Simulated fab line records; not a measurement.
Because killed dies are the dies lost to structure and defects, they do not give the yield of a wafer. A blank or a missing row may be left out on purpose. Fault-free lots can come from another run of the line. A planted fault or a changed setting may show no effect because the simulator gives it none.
Which tool was responsible? | flow n5Finfet | 24 lots with 72 wafers sampled at 5 steps, on a route of 1938 steps

== WHAT EACH GAUGE READ, for each wafer ==
N5_BEOL_M13_OVL_MEAS_29. Usual: M13_OVL gives 2 nm (standard deviation 5).
lot  | measured     | on         | M13_OVL (nm) | flag
L074 | day 11 13:11 | overlay-02 | 3 11 6       | 
L076 | day 12 01:04 | overlay-01 | -2 -6 -7     | 
L075 | day 12 01:38 | overlay-01 | 7 2 -5       | 
L077 | day 12 02:29 | overlay-02 | -4 -6 8      | 
L080 | day 12 08:38 | overlay-01 | 4 4 2        | 
L078 | day 12 09:13 | overlay-01 | 3 3 4        | 
L079 | day 12 09:41 | overlay-01 | 0 -6 -3      | 
L081 | day 13 16:02 | overlay-01 | 2 -7 2       | 
L084 | day 13 17:22 | overlay-02 | 10 12 11     | 
L082 | day 13 22:35 | overlay-02 | -5 0 0       | 
L083 | day 14 01:07 | overlay-02 | -2 -3 -6     | 
L086 | day 15 02:13 | overlay-01 | 0 -4 1       | 
L087 | day 15 04:35 | overlay-01 | 5 16 9       | 
L088 | day 15 04:47 | overlay-01 | 6 5 12       | 
L085 | day 15 07:40 | overlay-01 | 1 1 2        | 
L090 | day 15 09:07 | overlay-01 | 9 8 -2       | 
L089 | day 15 16:52 | overlay-01 | 0 5 13       | 
L092 | day 15 19:03 | overlay-01 | 5 7 4        | 
L091 | day 16 03:10 | overlay-01 | -9 -8 -4     | 
L094 | day 16 16:03 | overlay-01 | -2 -7 2      | 
L095 | day 16 17:57 | overlay-02 | 7 4 2        | 
L093 | day 16 22:02 | overlay-01 | 8 3 5        | 
L096 | day 17 08:03 | overlay-01 | 7 0 5        | 
L097 | day 18 01:14 | overlay-01 | -2 -3 0      | 

N5_BEOL_M13_INSPECT_55: inspects for defects (darkfield). Usual: rawDefectCount 73, standard deviation 26.
lot  | measured     | on               | rawDefectCount | flag
L074 | day 11 17:35 | defectInspect-02 | 116 132 187    | 
L076 | day 12 12:24 | defectInspect-02 | 68 81 93       | 
L075 | day 12 13:44 | defectInspect-01 | 69 72 76       | 
L077 | day 12 16:17 | defectInspect-02 | 55 78 80       | 
L080 | day 12 17:51 | defectInspect-01 | 73 76 35       | 
L078 | day 12 18:23 | defectInspect-02 | 54 61 70       | 
L079 | day 12 19:13 | defectInspect-01 | 37 67 105      | 
L081 | day 13 23:58 | defectInspect-01 | 72 56 64       | 
L084 | day 14 02:35 | defectInspect-01 | 61 41 42       | 
L082 | day 14 03:14 | defectInspect-01 | 63 80 113      | 
L083 | day 14 05:01 | defectInspect-01 | 65 94 64       | 
L086 | day 15 06:45 | defectInspect-01 | 90 75 60       | 
L087 | day 15 08:34 | defectInspect-02 | 44 86 68       | 
L088 | day 15 08:55 | defectInspect-02 | 61 72 55       | 
L085 | day 15 14:47 | defectInspect-01 | 21 80 70       | 
L090 | day 15 14:13 | defectInspect-02 | 31 84 67       | 
L089 | day 15 22:02 | defectInspect-02 | 86 94 142      | 
L092 | day 16 00:07 | defectInspect-02 | 142 114 65     | 
L091 | day 16 11:13 | defectInspect-01 | 39 43 34       | 
L094 | day 16 22:47 | defectInspect-01 | 59 70 40       | 
L095 | day 17 01:32 | defectInspect-02 | 66 101 65      | 
L093 | day 17 02:47 | defectInspect-01 | 63 48 49       | 
L096 | day 17 10:32 | defectInspect-02 | 66 53 75       | 
L097 | day 18 04:02 | defectInspect-01 | 50 55 69       | 

== WHICH TOOL RAN EACH LOT (tool, then ch and the chambers of the sampled wafers, then the start) ==
lot  | N5_BEOL_M12_ANNEAL_48           | N5_BEOL_M13_VIA_ETCH_16           | N5_BEOL_M13_SPUTTER_45
L074 | rtpAnneal-02 ch 0, day 11 10:53 | rieDiel-02 ch 0,3, day 11 12:16   | pvdSputter-02, day 11 16:13
L076 | rtpAnneal-01 ch 0, day 11 22:57 | rieDiel-03 ch 1,2,3, day 12 00:16 | pvdSputter-02, day 12 11:22
L075 | rtpAnneal-01 ch 0, day 11 23:11 | rieDiel-02 ch 1,2, day 12 00:50   | pvdSputter-01, day 12 12:43
L077 | rtpAnneal-01 ch 0, day 12 00:16 | rieDiel-02 ch 1,2,3, day 12 01:40 | pvdSputter-01, day 12 13:31
L080 | rtpAnneal-01 ch 0, day 12 06:23 | rieDiel-02 ch 1,2,3, day 12 07:50 | pvdSputter-01, day 12 13:59
L078 | rtpAnneal-01 ch 0, day 12 07:01 | rieDiel-02 ch 0,1,3, day 12 08:25 | pvdSputter-03, day 12 14:40
L079 | rtpAnneal-02 ch 0, day 12 07:27 | rieDiel-04 ch 0,2, day 12 08:53   | pvdSputter-02, day 12 16:02
L081 | rtpAnneal-01 ch 0, day 13 13:43 | rieDiel-04 ch 0,1,2, day 13 15:07 | pvdSputter-03, day 13 22:57
L084 | rtpAnneal-01 ch 0, day 13 15:04 | rieDiel-02 ch 0,1,3, day 13 16:35 | pvdSputter-01, day 13 23:36
L082 | rtpAnneal-01 ch 0, day 13 20:07 | rieDiel-02 ch 1,2, day 13 21:40   | pvdSputter-01, day 14 01:14
L083 | rtpAnneal-01 ch 0, day 13 22:56 | rieDiel-04 ch 0,1,3, day 14 00:19 | pvdSputter-01, day 14 02:29
L086 | rtpAnneal-02 ch 0, day 14 23:55 | rieDiel-04 ch 0,1, day 15 01:15   | pvdSputter-01, day 15 05:43
L087 | rtpAnneal-02 ch 0, day 15 02:23 | rieDiel-03 ch 2,3, day 15 03:45   | pvdSputter-02, day 15 07:32
L088 | rtpAnneal-01 ch 0, day 15 02:29 | rieDiel-04 ch 0,1,2, day 15 03:59 | pvdSputter-02, day 15 07:53
L085 | rtpAnneal-01 ch 0, day 15 05:25 | rieDiel-04 ch 0,1, day 15 06:51   | pvdSputter-02, day 15 13:44
L090 | rtpAnneal-02 ch 0, day 15 06:47 | rieDiel-03 ch 0,1,3, day 15 08:19 | pvdSputter-01, day 15 13:11
L089 | rtpAnneal-01 ch 0, day 15 14:01 | rieDiel-04 ch 0,1,2, day 15 16:04 | pvdSputter-02, day 15 19:50
L092 | rtpAnneal-02 ch 0, day 15 16:45 | rieDiel-03 ch 1,3, day 15 18:08   | pvdSputter-01, day 15 20:49
L091 | rtpAnneal-01 ch 0, day 16 00:43 | rieDiel-04 ch 1,2,3, day 16 02:22 | pvdSputter-03, day 16 07:55
L094 | rtpAnneal-01 ch 0, day 16 13:41 | rieDiel-02 ch 0,2, day 16 15:07   | pvdSputter-02, day 16 18:19
L095 | rtpAnneal-01 ch 0, day 16 15:15 | rieDiel-03 ch 0,1, day 16 16:39   | pvdSputter-01, day 16 20:53
L093 | rtpAnneal-01 ch 0, day 16 19:36 | rieDiel-03 ch 0,2,3, day 16 21:07 | pvdSputter-01, day 17 00:16
L096 | rtpAnneal-02 ch 0, day 17 05:35 | rieDiel-02 ch 0,2, day 17 07:14   | pvdSputter-03, day 17 09:30
L097 | rtpAnneal-01 ch 0, day 17 22:46 | rieDiel-04 ch 1,2,3, day 18 00:19 | pvdSputter-02, day 18 02:29
- N5_BEOL_M12_ANNEAL_48: time 90 s.
- N5_BEOL_M13_VIA_ETCH_16: etches SiOC in C4F8/O2/Ar, target depth 921.7 nm.
- N5_BEOL_M13_SPUTTER_45: material Cu, target thk 80 nm, time 13.33 s.

== WHAT THE TOOLS THEMSELVES READ (means of the sampled wafers that have a number; where no wafer has one, the mark that the record gives instead) ==
N5_BEOL_M12_ANNEAL_48. Usual: annealTempC 225.01 C, standard deviation 0.16; wafer_temp_C_max 226.3, standard deviation 0.54.
lot  | tool         | annealTempC (C) | wafer_temp_C_max | flag
L074 | rtpAnneal-02 | 225.08          | 226.9            | 
L076 | rtpAnneal-01 | 225.01          | 226.1            | 
L075 | rtpAnneal-01 | 224.88          | 226.0            | 
L077 | rtpAnneal-01 | 224.99          | 226.0            | 
L080 | rtpAnneal-01 | 224.98          | 226.1            | 
L078 | rtpAnneal-01 | 224.82          | 226.0            | 
L079 | rtpAnneal-02 | 224.95          | 227.7            | 
L081 | rtpAnneal-01 | 225.01          | 226.0            | 
L084 | rtpAnneal-01 | 225.15          | 226.1            | 
L082 | rtpAnneal-01 | 225.31          | 226.1            | 
L083 | rtpAnneal-01 | 225.03          | 226.0            | 
L086 | rtpAnneal-02 | 225.00          | 226.9            | 
L087 | rtpAnneal-02 | 225.18          | 227.0            | 
L088 | rtpAnneal-01 | 225.14          | 225.9            | 
L085 | rtpAnneal-01 | 224.88          | 226.1            | 
L090 | rtpAnneal-02 | 224.94          | 226.6            | 
L089 | rtpAnneal-01 | 225.02          | 225.7            | 
L092 | rtpAnneal-02 | 225.22          | 226.6            | 
L091 | rtpAnneal-01 | 224.99          | 226.1            | 
L094 | rtpAnneal-01 | 224.90          | 225.8            | 
L095 | rtpAnneal-01 | 225.00          | 226.2            | 
L093 | rtpAnneal-01 | 224.92          | 225.6            | 
L096 | rtpAnneal-02 | 225.15          | 227.2            | 
L097 | rtpAnneal-01 | 224.90          | 226.5            | 

N5_BEOL_M13_VIA_ETCH_16. Usual: O2_flow_sccm 7.999 sccm, standard deviation 0.025; drypumpMotorCurrentA 5.7 A, standard deviation 0.61; oesProductAu 0.71 a.u., standard deviation 0.082; rfVppV 665 V, standard deviation 3; showerheadPlenumPTorr 3.38 Torr, standard deviation 0.11; throttleValvePct 24.1 %, standard deviation 0.31.
lot  | tool       | O2_flow_sccm (sccm) | drypumpMotorCurrentA (A) | oesProductAu (a.u.) | rfVppV (V) | showerheadPlenumPTorr (Torr) | throttleValvePct (%) | flag
L074 | rieDiel-02 | 7.994               | 6.3                      | 0.71                | 664        | 3.40                         | 24.2                 | 
L076 | rieDiel-03 | 7.965               | 5.9                      | 0.65                | 665        | 3.43                         | 24.1                 | 
L075 | rieDiel-02 | 7.983               | 6.0                      | 0.67                | 668        | 3.50                         | 24.3                 | 
L077 | rieDiel-02 | 8.002               | 5.9                      | 0.72                | 666        | 3.45                         | 24.2                 | 
L080 | rieDiel-02 | 7.972               | 6.0                      | 0.72                | 666        | 3.45                         | 24.1                 | 
L078 | rieDiel-02 | 8.020               | 6.3                      | 0.66                | 666        | 3.44                         | 24.3                 | 
L079 | rieDiel-04 | 7.971               | 5.7                      | 0.66                | 660        | 3.23                         | 24.0                 | 
L081 | rieDiel-04 | 8.004               | 5.5                      | 0.67                | 662        | 3.27                         | 23.9                 | 
L084 | rieDiel-02 | 8.011               | 6.3                      | 0.73                | 667        | 3.44                         | 24.2                 | 
L082 | rieDiel-02 | 7.994               | 6.0                      | 0.65                | 668        | 3.49                         | 24.3                 | 
L083 | rieDiel-04 | 7.994               | 5.8                      | 0.66                | 662        | 3.26                         | 24.0                 | 
L086 | rieDiel-04 | 8.024               | 5.7                      | 0.66                | 660        | 3.18                         | 24.0                 | 
L087 | rieDiel-03 | 7.961               | 5.7                      | 0.66                | 664        | 3.40                         | 24.2                 | 
L088 | rieDiel-04 | 8.007               | 5.5                      | 0.65                | 661        | 3.26                         | 23.9                 | 
L085 | rieDiel-04 | 7.990               | 5.7                      | 0.66                | 659        | 3.18                         | 24.0                 | 
L090 | rieDiel-03 | 8.000               | 5.7                      | 0.76                | 665        | 3.43                         | 24.0                 | 
L089 | rieDiel-04 | 8.010               | 5.4                      | 0.66                | 662        | 3.26                         | 23.9                 | 
L092 | rieDiel-03 | 7.981               | 6.0                      | 0.70                | 666        | 3.43                         | 23.9                 | 
L091 | rieDiel-04 | 8.002               | 5.6                      | 0.74                | 664        | 3.35                         | 23.9                 | 
L094 | rieDiel-02 | 8.022               | 5.1                      | 0.78                | 667        | 3.49                         | 24.4                 | 
L095 | rieDiel-03 | 8.001               | 5.5                      | 0.80                | 664        | 3.41                         | 24.1                 | 
L093 | rieDiel-03 | 8.016               | 5.5                      | 0.78                | 663        | 3.38                         | 24.2                 | 
L096 | rieDiel-02 | 8.010               | 5.0                      | 0.77                | 668        | 3.49                         | 24.4                 | 
L097 | rieDiel-04 | 8.005               | 5.6                      | 0.72                | 664        | 3.34                         | 23.9                 | 

N5_BEOL_M13_SPUTTER_45. Usual: substrateTempC -19.98 C, standard deviation 0.11; throttleValvePct 29.7 %, standard deviation 0.85.
lot  | tool          | substrateTempC (C) | throttleValvePct (%) | flag
L074 | pvdSputter-02 | -19.94             | 29.8                 | 
L076 | pvdSputter-02 | -19.99             | 29.9                 | 
L075 | pvdSputter-01 | -19.88             | 28.7                 | 
L077 | pvdSputter-01 | -20.07             | 29.7                 | 
L080 | pvdSputter-01 | -19.98             | 29.7                 | 
L078 | pvdSputter-03 | -19.86             | 30.8                 | 
L079 | pvdSputter-02 | -19.94             | 29.7                 | 
L081 | pvdSputter-03 | -20.04             | 30.9                 | 
L084 | pvdSputter-01 | -20.03             | 29.6                 | 
L082 | pvdSputter-01 | -19.99             | 29.3                 | 
L083 | pvdSputter-01 | -19.86             | 29.5                 | 
L086 | pvdSputter-01 | -19.93             | 28.8                 | 
L087 | pvdSputter-02 | -19.95             | 29.8                 | 
L088 | pvdSputter-02 | -19.96             | 29.5                 | 
L085 | pvdSputter-02 | -19.94             | 29.3                 | 
L090 | pvdSputter-01 | -20.06             | 29.1                 | 
L089 | pvdSputter-02 | -20.02             | 29.7                 | 
L092 | pvdSputter-01 | -19.97             | 29.4                 | 
L091 | pvdSputter-03 | -19.82             | 31.0                 | 
L094 | pvdSputter-02 | -19.89             | 29.2                 | 
L095 | pvdSputter-01 | -19.93             | 29.3                 | 
L093 | pvdSputter-01 | -20.04             | 29.7                 | 
L096 | pvdSputter-03 | -20.10             | 30.6                 | 
L097 | pvdSputter-02 | -19.94             | 29.1                 | 

== THE ANSWER, worked out from the rows above alone ==
Rule: take the mean of a lot's wafers that have a number; if it is more than 3 standard deviations from the usual mean, the lot is off. Also off: a lot with no number at a reading for which 4 or more lots have one. All remaining lots with rows at the step are treated as sound. After the gauges, taken in route order, come the tools' own readings; for these a lot's mean is taken, as printed above. At the first step where some lot is off, the reading lying furthest off is the one used; lots without a number count as furthest.
Across all readings shown, no lot is off: no conclusion can be drawn from this.

== WHAT THE SIMULATOR HAD PUT IN ==
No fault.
